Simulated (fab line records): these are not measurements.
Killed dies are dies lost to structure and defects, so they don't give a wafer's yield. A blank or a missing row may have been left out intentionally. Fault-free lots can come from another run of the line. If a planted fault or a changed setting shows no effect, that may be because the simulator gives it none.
Matching of chambers -- flow n5 finfet -- 3 sister chambers for N5_BEOL_M11_CURE_72 on uv cure-02
The step cures SiCOH lowk, time 120 s. 27 wafers are shown with their chamber, then 12 later ones without.

EACH WAFER AND ITS CHAMBER
wafer,chamber,wafer_temp_C_max,lamp power pct (%)
L078.1,0,370.7,52.33
L078.4,0,371.4,52.36
L078.5,0,371.4,52.35
L075.1,1,371.7,52.39
L075.2,1,372.5,52.25
L075.4,1,372.7,52.31
L075.3,1,372.2,52.29
L075.5,1,371.8,52.21
L075.6,1,372.3,52.32
L080.1,1,372.1,52.34
L080.2,1,371.6,52.28
L080.5,1,371.8,52.33
L081.1,0,370.7,52.38
L081.2,0,370.5,52.30
L081.5,0,371.2,52.22
L081.3,0,371.8,52.20
L081.4,0,371.2,52.33
L081.6,0,371.3,52.33
L082.2,0,371.8,52.22
L082.4,0,371.8,52.23
L082.5,0,371.5,52.29
L086.1,0,372.1,52.30
L086.3,0,371.6,52.38
L086.4,0,371.5,52.31
L088.1,2,373.1,52.32
L088.2,2,372.9,52.28
L088.3,2,373.8,52.23

SIGNATURES, as means of the wafers listed above
reading,chamber 0,chamber 1,chamber 2,scatter within a chamber
wafer_temp_C_max,371.367,372.078,373.267,0.433
lamp power pct,52.3020,52.3022,52.2767,0.0561
Rule: a wafer lies at a distance from a chamber equal to the root of the sum of squares, over the readings, of (its reading less the chamber's mean, divided by the reading's scatter). If the next closest chamber is less than 2 further off than the closest, the wafer can't be placed; otherwise it belongs to the closest. The scatter: the root of (the sum of the squares of (reading less its chamber's mean) over the shown wafers, divided by (wafers less chambers)).

WAFERS MISSING THEIR CHAMBER
wafer,wafer_temp_C_max,lamp power pct (%)
L090.1,371.5,52.37
L090.4,371.5,52.08
L090.5,371.8,52.37
L090.2,370.9,52.38
L090.3,370.8,52.30
L090.6,371.1,52.27
L093.1,371.8,52.28
L093.4,370.9,52.31
L093.6,371.0,52.26
L095.3,373.6,52.25
L095.5,372.8,52.28
L095.6,372.8,52.26

WHICH CHAMBER EACH ONE RAN IN
wafer,from the rows above,in truth
L090.1,can't be placed: 0 or 1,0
L090.4,can't be placed: 0 or 1 or 2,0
L090.5,can't be placed: 1 or 0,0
L090.2,can't be placed: 0 or 1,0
L090.3,can't be placed: 0 or 1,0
L090.6,can't be placed: 0 or 1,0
L093.1,can't be placed: 1 or 0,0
L093.4,can't be placed: 0 or 1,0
L093.6,can't be placed: 0 or 1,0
L095.3,2,2
L095.5,can't be placed: 2 or 1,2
L095.6,can't be placed: 2 or 1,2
Correctly placed: 1 of 12. Not placeable from these rows: 11 (in 11, the candidates include the true chamber). Placed wrongly: 0.
